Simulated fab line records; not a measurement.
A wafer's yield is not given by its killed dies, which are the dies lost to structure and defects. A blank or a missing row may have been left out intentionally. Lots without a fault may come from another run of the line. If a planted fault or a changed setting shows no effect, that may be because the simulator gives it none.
What tool caused it? | flow nand_harc | 69 wafers from 23 lots sampled at 2 of the route's 1302 steps

== WHAT EACH GAUGE READ, for each wafer ==
NHARC_A_M1_OVL_MEAS_10: pitch 240 nm. Usual: overlay_x_nm -0.4 nm, standard deviation 0.78; overlay_y_nm 0.0 nm, standard deviation 0.94.
lot  | measured     | on         | overlay_x_nm (nm) | overlay_y_nm (nm) | flag
L076 | day 23 14:01 | overlay-02 | -0.8 -0.6 -0.9    | -1.1 -1.2 -0.7    |
L074 | day 23 14:46 | overlay-02 | -0.6 0.0 -0.1     | -0.7 -0.3 -0.4    |
L075 | day 23 17:34 | overlay-02 | -0.6 -0.5 -0.5    | 0.7 0.2 0.3       |
L077 | day 24 00:25 | overlay-01 | 1.2 1.2 1.5       | -1.6 -1.3 -1.4    |
L078 | day 25 02:10 | overlay-02 | 0.6 0.4 0.2       | 1.7 1.6 1.3       |
L079 | day 25 04:48 | overlay-01 | -1.3 -1.6 -1.7    | -0.1 -0.2 -0.8    |
L080 | day 26 03:24 | overlay-02 | 0.4 0.9 0.7       | 0.3 0.1 1.1       |
L081 | day 26 22:27 | overlay-02 | 0.4 0.4 0.7       | 0.9 0.9 0.4       |
L082 | day 27 04:08 | overlay-02 | -0.7 -0.3 -0.2    | 0.4 1.1 1.2       |
L083 | day 27 04:59 | overlay-01 | -0.7 -1.4 -1.0    | 1.0 0.7 0.6       |
L084 | day 27 15:50 | overlay-02 | -0.2 0.0 0.0      | 0.2 0.1 0.3       |
L086 | day 27 21:28 | overlay-01 | -0.7 -0.6 -0.2    | -1.2 -0.9 -0.8    |
L085 | day 28 02:08 | overlay-01 | -0.7 -1.0 -1.1    | 0.1 0.2 0.1       |
L087 | day 28 02:53 | overlay-01 | -0.2 -0.2 -0.5    | -1.3 -1.2 -0.9    |
L089 | day 29 05:34 | overlay-02 | -0.4 -0.6 -0.3    | -1.8 -1.1 -1.2    |
L088 | day 29 07:23 | overlay-02 | -0.2 -0.3 -0.5    | 1.3 0.8 1.5       |
L091 | day 30 02:27 | overlay-01 | -1.4 -0.9 -1.0    | -0.5 0.5 -0.4     |
L092 | day 30 19:04 | overlay-01 | -2.0 -1.6 -2.0    | -0.6 -0.1 -0.5    |
L094 | day 31 11:43 | overlay-02 | 0.1 0.2 0.2       | 1.6 1.6 1.3       |
L093 | day 31 21:41 | overlay-01 | -1.1 -0.8 -1.3    | 0.9 0.5 0.9       |
L096 | day 32 01:02 | overlay-02 | -0.9 -0.4 -1.4    | -0.6 -0.7 -1.0    |
L095 | day 32 03:13 | overlay-02 | 0.2 0.3 0.4       | -0.1 0.0 0.3      |
L097 | day 33 01:47 | overlay-01 | 0.2 0.2 0.3       | -0.8 -0.5 -0.3    |

== EACH LOT AND THE TOOL THAT RAN IT (in order: tool; ch and the chambers of the sampled wafers; start) ==
lot  | NHARC_A_BLC_STRIP_21
L076 | rie_diel-11 ch 1,2,3, day 23 07:09
L074 | rie_diel-12 ch 0,1,3, day 23 07:46
L075 | rie_diel-12 ch 1,2, day 23 10:57
L077 | rie_diel-12 ch 1,2,3, day 23 17:44
L078 | rie_diel-12 ch 0,1,3, day 24 19:08
L079 | rie_diel-10 ch 2,3, day 24 22:04
L080 | rie_diel-12 ch 0,3, day 25 20:31
L081 | rie_diel-12 ch 0,1,3, day 26 15:36
L082 | rie_diel-12 ch 0,3, day 26 21:26
L083 | rie_diel-12 ch 1,2,3, day 26 22:10
L084 | rie_diel-12 ch 0,1,2, day 27 09:09
L086 | rie_diel-10 ch 0,3, day 27 14:43
L085 | rie_diel-12 ch 0,1, day 27 19:17
L087 | rie_diel-10 ch 0,1,2, day 27 20:05
L089 | rie_diel-10 ch 0,3, day 28 22:40
L088 | rie_diel-10 ch 0,1,2, day 29 00:35
L091 | rie_diel-12 ch 0,1,2, day 29 19:46
L092 | rie_diel-12 ch 0,3, day 30 12:20
L094 | rie_diel-12 ch 1,2, day 31 04:28
L093 | rie_diel-10 ch 1,2,3, day 31 14:25
L096 | rie_diel-10 ch 1,2,3, day 31 17:45
L095 | rie_diel-10 ch 0,1, day 31 20:18
L097 | rie_diel-10 ch 0,1,3, day 32 19:01
- NHARC_A_BLC_STRIP_21: strips in O2.

== WHAT THE TOOLS THEMSELVES READ (means of the sampled wafers that have a number; where no wafer has one, the mark that the record gives instead) ==
NHARC_A_BLC_STRIP_21. Usual: drypump_motor_current_A 5.8 A, standard deviation 0.53; oes_product_au 1.002 a.u., standard deviation 0.011; rf_vpp_V 57.7 V, standard deviation 0.99; showerhead_plenum_p_Torr 3.51 Torr, standard deviation 0.11; throttle_valve_pct 17.037 %, standard deviation 0.0094.
lot  | tool        | drypump_motor_current_A (A) | oes_product_au (a.u.) | rf_vpp_V (V) | showerhead_plenum_p_Torr (Torr) | throttle_valve_pct (%) | flag
L076 | rie_diel-11 | 5.6                         | 1.004                 | 57.5         | 3.33                            | 17.038                 |
L074 | rie_diel-12 | 5.9                         | 1.012                 | 56.8         | 3.56                            | 17.033                 |
L075 | rie_diel-12 | 6.2                         | 0.993                 | 57.7         | 3.43                            | 17.037                 |
L077 | rie_diel-12 | 6.3                         | 0.994                 | 57.5         | 3.48                            | 17.033                 |
L078 | rie_diel-12 | 5.9                         | 1.004                 | 57.8         | 3.56                            | 17.045                 |
L079 | rie_diel-10 | 5.7                         | 0.999                 | 56.7         | 3.51                            | 17.036                 |
L080 | rie_diel-12 | 6.0                         | 1.003                 | 58.2         | 3.58                            | 17.033                 |
L081 | rie_diel-12 | 5.9                         | 1.012                 | 58.2         | 3.56                            | 17.029                 |
L082 | rie_diel-12 | 5.6                         | 1.004                 | 57.5         | 3.61                            | 17.037                 |
L083 | rie_diel-12 | 6.3                         | 1.000                 | 57.6         | 3.48                            | 17.042                 |
L084 | rie_diel-12 | 5.8                         | 1.015                 | 58.1         | 3.51                            | 17.040                 |
L086 | rie_diel-10 | 5.9                         | 0.997                 | 58.0         | 3.42                            | 17.037                 |
L085 | rie_diel-12 | 5.5                         | 1.011                 | 57.6         | 3.58                            | 17.033                 |
L087 | rie_diel-10 | 5.5                         | 0.991                 | 57.1         | 3.52                            | 17.040                 |
L089 | rie_diel-10 | 6.0                         | 0.998                 | 58.4         | 3.42                            | 17.038                 |
L088 | rie_diel-10 | 5.5                         | 0.999                 | 57.8         | 3.52                            | 17.038                 |
L091 | rie_diel-12 | 5.8                         | 1.017                 | 58.0         | 3.50                            | 17.030                 |
L092 | rie_diel-12 | 6.1                         | 1.011                 | 58.5         | 3.58                            | 17.031                 |
L094 | rie_diel-12 | 6.2                         | 0.994                 | 57.6         | 3.42                            | 17.045                 |
L093 | rie_diel-10 | 5.4                         | 1.000                 | 57.5         | 3.51                            | 17.040                 |
L096 | rie_diel-10 | 5.4                         | 0.991                 | 58.6         | 3.51                            | 17.041                 |
L095 | rie_diel-10 | 5.7                         | 1.003                 | 57.2         | 3.44                            | 17.044                 |
L097 | rie_diel-10 | 5.7                         | 0.996                 | 58.1         | 3.42                            | 17.042                 |

== THE ANSWER, worked out from the rows above alone ==
Rule: take the mean of a lot's wafers that have a number; if it is more than 3 standard deviations from the usual mean, the lot is off. A lot without any number at a reading at which 4 lots or more have one is off too. The other lots that the step has rows for count as sound. First the gauges in route order, then the tools' own readings, where a lot's mean is used as printed above. The first step at which some lot is off is used, and at that step the reading that is off furthest; a lot without a number counts as furthest.
No lot is off at any reading shown: from this, nothing can be told.

== WHAT HAD BEEN PUT IN BY THE SIMULATOR ==
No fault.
